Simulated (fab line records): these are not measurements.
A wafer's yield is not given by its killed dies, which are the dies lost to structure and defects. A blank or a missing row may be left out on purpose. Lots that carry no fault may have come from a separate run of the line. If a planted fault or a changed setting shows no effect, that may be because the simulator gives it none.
fab line records | flow nand_harc
record: lots: 15 wafers: 45 last_day: 34
route steps=1302 shown A_DECK1_JOINT@519 HYBRID_BOND@1242 THIN_TSV@1276 END@1302
lots untouched by any fault: they come from a run of this same line in which no faults occurred
start_h: hours from the record's opening day to when the first of the lot's shown wafers began | wait_h: hours elapsed since this lot's preceding step | " as in the row above | L1.1+2: a row that stands for several wafers | - either no value or no given start | * or withheld: withheld | < > ~ a bound
route shown NAME@n: names a module that has steps shown in the file, with the first one's number in the route | usual: the fault-free wafers' mean and standard deviation | same: alike in all rows | chamber/n: place in a boat | sites: each site's reading | _std_site: standard deviation of those values | _edge_site: the outer-site mean with the inner-site mean subtracted | radius_mm: how far each site lies from the wafer's centre | mask NAME#n: copy n | behind: tool/chamber where the wafer was last shaped | hold: the reason the lot was held/the length of the hold in hours/how it ended | device: the n, p or np transistor that did not switch | end of line: the route-end tests of the same wafers | for a step that has no rows: nothing shown but its recipe | killed: count of dies lost to structure and defects at first sort (not the wafer's yield) | map: a wafer's dies, marking killed ones x, the rest . and places with no die _
set.NAME: the setting that was run; set.NAME@STEP: the one run at that earlier step | model.NAME: the simulator's own value behind a step, which no gauge read
the route's steps for a sample of lots (tables are steps, rows are wafers)
services: from which hour (start_h, from the record's first day; less than 0 if before it) a tool's chamber was out of use, for how many hours, and why
== steps ==
step: NHARC_A_DECK1_JOINT_ETCH_25
recipe: target_depth_a: 5 chemistry: dHF material: SiO2
columns lot.wafer tool chamber start_h wait_h
L934.3+5+4 wet_bench-06 1,4,5 252.91 0.1
L933.6+2+1 wet_bench-05 2,5,6 252.91 0.1
L935.4+1+2 wet_bench-01 7,0,1 267.60 0.1
L936.6+5+2 wet_bench-06 7,2,4 272.02 0.1
L937.2+4+3 wet_bench-06 3,5,7 282.50 0.1
L938.4+2+6 wet_bench-06 6,7,2 292.89 0.1
L939.1+6+5 wet_bench-01 0,2,3 302.78 0.1
L941.1+3+5 wet_bench-06 1,5,6 323.04 0.1
L940.1+5+4 wet_bench-05 2,3,4 323.05 0.1
L943.5+3+2 wet_bench-05 0,1,2 338.15 0.1
L951.2+6+5 wet_bench-05 1,2,6 419.23 0.1
L952.2+5+3 wet_bench-01 5,6,0 438.14 0.1
L954.6+1+4 wet_bench-05 5,7,1 458.79 0.1
L953.6+4+1 wet_bench-06 4,6,0 458.80 0.1
L955.3+2+4 wet_bench-06 3,6,0 465.20 0.2
step: NHARC_HYBRID_BOND_OVL_MEAS_05
usual: overlay_x_nm: 4/35 overlay_y_nm: -5/34
columns lot.wafer tool chamber start_h wait_h overlay_x_nm overlay_y_nm
L933.1 overlay-02 - 540.83 0.4 -42 -22
L933.2 " - " " -26 -51
L933.6 " - " " -4 -3
L934.3 overlay-01 - 558.49 0.4 9 -16
L934.4 " - " " -118 -16
L934.5 " - " " 18 -31
L935.1 overlay-02 - 571.85 0.4 -56 52
L935.2 " - " " 46 27
L935.4 " - " " 18 -17
L936.2 overlay-01 - 571.85 0.4 24 3
L936.5 " - " " 1 68
L936.6 " - " " 8 -20
L937.2 overlay-01 - 587.88 0.4 2 -28
L937.3 " - " " -37 18
L937.4 " - " " 37 1
L938.2 overlay-01 - 596.63 0.4 22 1
L938.4 " - " " 27 29
L938.6 " - " " 99 58
L939.1 overlay-02 - 604.65 0.4 24 -33
L939.5 " - " " -23 -36
L939.6 " - " " 20 -32
L952.2 overlay-02 - 735.18 0.4 16 -37
L952.3 " - " " 21 24
L952.5 " - " " -58 5
L951.2 overlay-02 - 740.42 0.4 -71 -17
L951.5 " - " " 6 -33
L951.6 " - " " 29 33
L954.1 overlay-02 - 758.77 0.4 28 2
L954.4 " - " " -26 -19
L954.6 " - " " -24 -45
L955.2 overlay-02 - 772.12 0.4 50 16
L955.3 " - " " 12 -75
L955.4 " - " " 13 60
L953.1 overlay-01 - 789.37 0.4 8 20
L953.4 " - " " 12 45
L953.6 " - " " 40 -10
step: NHARC_THIN_TSV_CMP_21
recipe: t_overpolish_s: 30 target_thk_nm: 2000
usual: motor_current_A: 11.9/1.1 overpolish_run_s: 30.000/0.0089
columns lot.wafer tool chamber start_h wait_h motor_current_A overpolish_run_s
L933.1 cmp-04 1 551.50 - 12.7 29.997
L933.2 " 2 " " 10.5 29.994
L933.6 " 0 " " 11.0 29.993
L934.4 cmp-03 3 565.71 - 12.3 29.995
L934.3 " 0 " " 11.0 29.998
L934.5 " 2 " " 11.0 30.000
L936.2 cmp-02 2 579.08 - 11.7 30.003
L936.6 " 3 " " 11.5 30.005
L936.5 " 0 " " 12.4 30.009
L935.4 cmp-03 3 580.00 - 12.1 30.020
L935.2 " 0 " " 10.9 29.992
L935.1 " 2 " " 11.5 29.989
L937.3 cmp-04 0 594.79 - 10.9 30.008
L937.4 " 1 " " 13.5 30.007
L937.2 " 3 " " 13.5 30.007
L938.4 cmp-02 0 603.79 - 12.1 30.002
L938.2 " 1 " " 13.4 30.008
L938.6 " 0 " " 13.1 29.997
L939.1 cmp-04 3 611.79 - 13.5 30.011
L939.6 " 0 " " 11.0 29.993
L939.5 " 1 " " 12.2 30.009
L952.2 cmp-03 2 751.57 - 11.4 29.991
L952.3 " 0 " " 11.0 30.003
L952.5 " 3 " " 12.4 29.997
L951.2 cmp-03 1 752.72 - 12.4 29.994
L951.6 " 2 " " 11.3 30.000
L951.5 " 3 " " 12.5 30.014
L954.1 cmp-02 0 769.12 - 12.0 29.993
L954.4 " 1 " " 14.2 29.987
L954.6 " 1 " " 14.2 30.016
L955.4 cmp-04 3 780.26 - 13.3 29.996
L955.3 " 1 " " 13.3 30.011
L955.2 " 2 " " 10.3 30.016
L953.4 cmp-02 2 796.44 - 12.0 29.993
L953.1 " 3 " " 12.7 30.006
L953.6 " 3 " " 12.7 29.992
step: NHARC_THIN_TSV_INSPECT_40
usual: raw_defect_count: 535/75
columns lot.wafer tool chamber start_h wait_h raw_defect_count
L933.1 defect_inspect-02 - 560.16 0.4 452
L933.2 " - " " 522
L933.6 " - " " 455
L934.3 defect_inspect-01 - 573.09 0.4 389
L934.4 " - " " 496
L934.5 " - " " 506
L935.1 defect_inspect-02 - 586.70 0.4 489
L935.2 " - " " 549
L935.4 " - " " 562
L936.2 defect_inspect-01 - 586.70 0.4 553
L936.5 " - " " 646
L936.6 " - " " 708
L937.2 defect_inspect-02 - 602.50 0.4 543
L937.3 " - " " 622
L937.4 " - " " 647
L938.2 defect_inspect-01 - 612.65 0.4 397
L938.4 " - " " 475
L938.6 " - " " 499
L939.1 defect_inspect-01 - 620.09 0.4 689
L939.5 " - " " 704
L939.6 " - " " 723
L952.2 defect_inspect-02 - 762.18 2.0 653
L952.3 " - " " 590
L952.5 " - " " 556
L951.2 defect_inspect-02 - 762.19 2.0 544
L951.5 " - " " 552
L951.6 " - " " 473
L954.1 defect_inspect-01 - 778.62 0.4 529
L954.4 " - " " 544
L954.6 " - " " 522
L955.2 defect_inspect-01 - 787.95 0.4 462
L955.3 " - " " 449
L955.4 " - " " 443
L953.1 defect_inspect-01 - 805.87 0.4 407
L953.4 " - " " 469
L953.6 " - " " 543
step: NHARC_END_SORT_01
recipe: temp_c: 25
usual: killed_at_array: 63/27 killed_at_other: 0.7/1.2 killed_at_periphery: 3.1/2 killed_dies: 67/28 killed_open: 3.0/1.9 killed_short: 2.2/1.5
same: gross_dies: 677
columns lot.wafer tool chamber start_h wait_h hold killed_at_array killed_at_other killed_at_periphery killed_dies killed_open killed_short
L933.1 prober-01 0 563.22 2.5 - 80 0 1 81 0 2
L933.2 prober-01 0 564.00 2.8 - 72 1 2 75 3 3
L933.6 prober-01 0 567.13 3.9 - 72 0 1 73 4 3
L940.1 prober-02 0 644.34 2.5 await_dispo/7.7h/scrap 671 1 5 677 2 5
L940.4 prober-02 0 646.70 3.4 await_dispo/7.7h/scrap 675 1 1 677 1 1
L940.5 prober-02 0 647.49 3.7 await_dispo/7.7h/scrap 675 0 2 677 0 3
L941.1 prober-01 0 654.09 2.5 await_dispo/6.0h/scrap 672 4 1 677 3 1
L941.3 prober-01 0 655.69 3.1 await_dispo/6.0h/scrap 669 6 2 677 1 4
L941.5 prober-01 0 657.30 3.7 await_dispo/6.0h/scrap 670 5 2 677 4 0
L943.2 prober-01 0 670.33 2.8 await_dispo/5.3h/scrap 671 2 4 677 2 3
L943.3 prober-01 0 671.13 3.1 await_dispo/5.3h/scrap 669 2 6 677 4 2
L943.5 prober-01 0 672.72 3.7 await_dispo/5.3h/scrap 668 3 6 677 3 4
L954.1 prober-01 0 781.68 2.5 - 61 0 1 62 3 1
L954.4 prober-01 0 784.08 3.4 - 67 2 1 70 3 4
L954.6 prober-01 0 785.68 4.0 - 63 1 5 69 3 3
killed by level:class
L933.1 A_CHANNEL_HOLE_D1:chamber_film_flake=30 A_SLIT:chamber_film_flake=19 A_CHANNEL_HOLE_D2:chamber_film_flake=10 A_SGD_CUT:chamber_film_flake=9 A_CONTACT:chamber_film_flake=7 A_SOURCE_PLATE:geometric_particle:short=1 A_CHANNEL_FILL_D2:geometric_particle:short=1 P_M1:chamber_film_flake=1
L933.2 A_CHANNEL_HOLE_D1:chamber_film_flake=30 A_SLIT:chamber_film_flake=19 A_CHANNEL_HOLE_D2:chamber_film_flake=7 A_SGD_CUT:chamber_film_flake=6 A_STAIRCASE:chamber_film_flake=2 A_CONTACT:chamber_film_flake=2 P_CONTACT:geometric_particle:open=1 A_SOURCE_PLATE:geometric_particle:open=1
L933.6 A_CHANNEL_HOLE_D1:chamber_film_flake=31 A_SLIT:chamber_film_flake=21 A_SGD_CUT:chamber_film_flake=6 A_CHANNEL_HOLE_D2:chamber_film_flake=4 A_CONTACT:chamber_film_flake=3 P_CONTACT:geometric_particle:open=1 A_ONON_D1:geometric_particle:short=1 A_CHANNEL_HOLE_D2:geometric_particle:open=1
L940.1 A_DECK1_JOINT:area_etch=533 A_CHANNEL_HOLE_D2:chamber_film_flake=42 A_SLIT:chamber_film_flake=40 A_CHANNEL_HOLE_D1:chamber_film_flake=35 A_STAIRCASE:chamber_film_flake=8 A_WL_FILL:chamber_film_flake=7 A_M0:geometric_particle:open=2 P_GATE:geometric_particle:short=1
L940.4 A_DECK1_JOINT:area_etch=564 A_SLIT:chamber_film_flake=36 A_CHANNEL_HOLE_D2:chamber_film_flake=32 A_CHANNEL_HOLE_D1:chamber_film_flake=22 A_STAIRCASE:chamber_film_flake=8 A_CONTACT:chamber_film_flake=8 A_CHANNEL_FILL_D1:geometric_particle:short=1 A_CHANNEL_FILL_D1:geometric_particle:open=1
L940.5 A_DECK1_JOINT:area_etch=562 A_CHANNEL_HOLE_D1:chamber_film_flake=33 A_CHANNEL_HOLE_D2:chamber_film_flake=31 A_SLIT:chamber_film_flake=27 A_STAIRCASE:chamber_film_flake=8 A_CONTACT:chamber_film_flake=7 A_CHANNEL_FILL_D1:geometric_particle:short=1 A_ONON_D2:geometric_particle:short=1
L941.1 A_DECK1_JOINT:area_etch=601 A_SLIT:chamber_film_flake=34 A_CHANNEL_HOLE_D2:chamber_film_flake=14 A_CHANNEL_HOLE_D1:chamber_film_flake=5 A_STAIRCASE:chamber_film_flake=4 A_WL_FILL:chamber_film_flake=4 A_CONTACT:chamber_film_flake=4 THIN_TSV:chamber_film_flake=4
L941.3 A_DECK1_JOINT:area_etch=595 A_SLIT:chamber_film_flake=35 A_CHANNEL_HOLE_D2:chamber_film_flake=13 A_CHANNEL_HOLE_D1:chamber_film_flake=6 A_WL_FILL:chamber_film_flake=6 THIN_TSV:chamber_film_flake=4 A_CHANNEL_FILL_D1:chamber_film_flake=3 A_STAIRCASE:chamber_film_flake=3
L941.5 A_DECK1_JOINT:area_etch=607 A_SLIT:chamber_film_flake=33 A_CHANNEL_HOLE_D2:chamber_film_flake=12 A_CHANNEL_HOLE_D1:chamber_film_flake=6 THIN_TSV:chamber_film_flake=5 A_STAIRCASE:chamber_film_flake=4 P_ZERO_WELL:chamber_film_flake=2 A_WL_FILL:chamber_film_flake=2
L943.2 A_DECK1_JOINT:area_etch=616 A_SLIT:chamber_film_flake=28 A_CHANNEL_HOLE_D2:chamber_film_flake=10 A_CHANNEL_HOLE_D1:chamber_film_flake=7 A_CHANNEL_FILL_D2:chamber_film_flake=2 A_STAIRCASE:chamber_film_flake=2 A_ONON_D1:geometric_particle:open=1 A_ONON_D2:geometric_particle:short=1
L943.3 A_DECK1_JOINT:area_etch=613 A_SLIT:chamber_film_flake=26 A_CHANNEL_HOLE_D2:chamber_film_flake=12 A_CHANNEL_HOLE_D1:chamber_film_flake=7 A_STAIRCASE:chamber_film_flake=3 A_WL_FILL:geometric_particle:open=2 P_CONTACT:chamber_film_flake=2 A_CHANNEL_FILL_D2:chamber_film_flake=2
L943.5 A_DECK1_JOINT:area_etch=606 A_SLIT:chamber_film_flake=34 A_CHANNEL_HOLE_D2:chamber_film_flake=12 A_CHANNEL_HOLE_D1:chamber_film_flake=4 P_CONTACT:chamber_film_flake=3 A_CHANNEL_FILL_D1:chamber_film_flake=3 A_CONTACT:chamber_film_flake=3 A_CHANNEL_FILL_D2:chamber_film_flake=2
L954.1 A_CHANNEL_HOLE_D2:chamber_film_flake=26 A_SLIT:chamber_film_flake=24 A_CONTACT:chamber_film_flake=3 A_ZERO_WELL:chamber_film_flake=2 A_STAIRCASE:chamber_film_flake=2 A_DECK1_JOINT:geometric_particle:short=1 A_DECK1_JOINT:geometric_particle:open=1 A_ONON_D2:geometric_particle:open=1
L954.4 A_SLIT:chamber_film_flake=30 A_CHANNEL_HOLE_D2:chamber_film_flake=18 A_CONTACT:chamber_film_flake=6 A_STAIRCASE:chamber_film_flake=3 A_CHANNEL_FILL_D1:chamber_film_flake=2 A_CHANNEL_HOLE_D1:geometric_particle:open=1 A_CHANNEL_FILL_D1:geometric_particle:short=1 A_ONON_D2:geometric_particle:short=1
L954.6 A_SLIT:chamber_film_flake=27 A_CHANNEL_HOLE_D2:chamber_film_flake=19 A_CONTACT:chamber_film_flake=12 P_CONTACT:chamber_film_flake=2 P_GATE:geometric_particle:open=1 P_M2:geometric_particle:open=1 P_BONDPAD:geometric_particle:short=1 A_CHANNEL_FILL_D1:geometric_particle:short=1
== services ==
columns tool chamber start_h hours kind
cmp-02 - 229.77 1.2 repair
cmp-02 - 232.50 4.0 pm
cmp-03 - 246.86 1.6 repair
cmp-03 - 260.00 4.0 pm
wet_bench-05 - 260.80 8.0 pm
cmp-04 - 263.80 6.4 repair
cmp-03 - 289.72 1.9 repair
cmp-04 - 290.67 0.9 repair
cmp-04 - 307.00 4.0 pm
cmp-03 - 310.92 3.1 repair
cmp-04 - 312.70 2.1 repair
cmp-02 - 330.50 4.0 pm
cmp-04 - 332.45 3.1 repair
cmp-03 - 357.78 0.6 repair
wet_bench-06 - 369.60 8.0 pm
wet_bench-05 - 386.92 2.0 repair
wet_bench-05 - 436.80 8.0 pm
wet_bench-06 - 545.60 8.0 pm
wet_bench-06 - 563.01 4.1 repair
wet_bench-05 - 579.32 2.1 repair
wet_bench-05 - 612.80 8.0 pm
wet_bench-06 - 721.60 8.0 pm
wet_bench-06 - 756.15 1.9 repair
wet_bench-05 - 788.80 8.0 pm
== key ==
first_sign: step: NHARC_END_SORT_01 reading: killed_at_array direction: up sigmas: 22 usual: 63 struck: 671
effect: step: NHARC_END_SORT_01 reading: killed_dies direction: up sigmas: 22 usual: 67 struck: 677
more_kills_born_at: NHARC_A_DECK1_JOINT_ETCH_25@wet_bench-05: 3494 NHARC_A_DECK1_JOINT_ETCH_25@wet_bench-06: 1803
met_at NHARC_A_DECK1_JOINT_ETCH_25
struck_lots L940,L941,L943
later_rows_left_out L940.1,L940.4,L940.5,L941.1,L941.3,L941.5,L943.2,L943.3,L943.5
tester_left_out L940,L941,L943
not_acting_at NHARC_HYBRID_BOND_OVL_MEAS_05,NHARC_THIN_TSV_CMP_21,NHARC_THIN_TSV_INSPECT_40
onset_between 292.89 323.04
fault: kind: skipped_step_whole tool: wet_bench-05,wet_bench-06 chamber: - onset_h: 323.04 steps: NHARC_A_DECK1_JOINT_ETCH_25 scope: struck_lots_only
tester_left_out: of these lots the tester's yield and bins aren't shown, on N5 and GAA mostly nor the transistor test; their killed dies are dies lost to structure and defects alone, not to doping, threshold or leakage, so they don't give the yield
later_rows_left_out: the simulator's readings of these wafers behind a module that went badly wrong aren't trusted and aren't shown, but for the sort
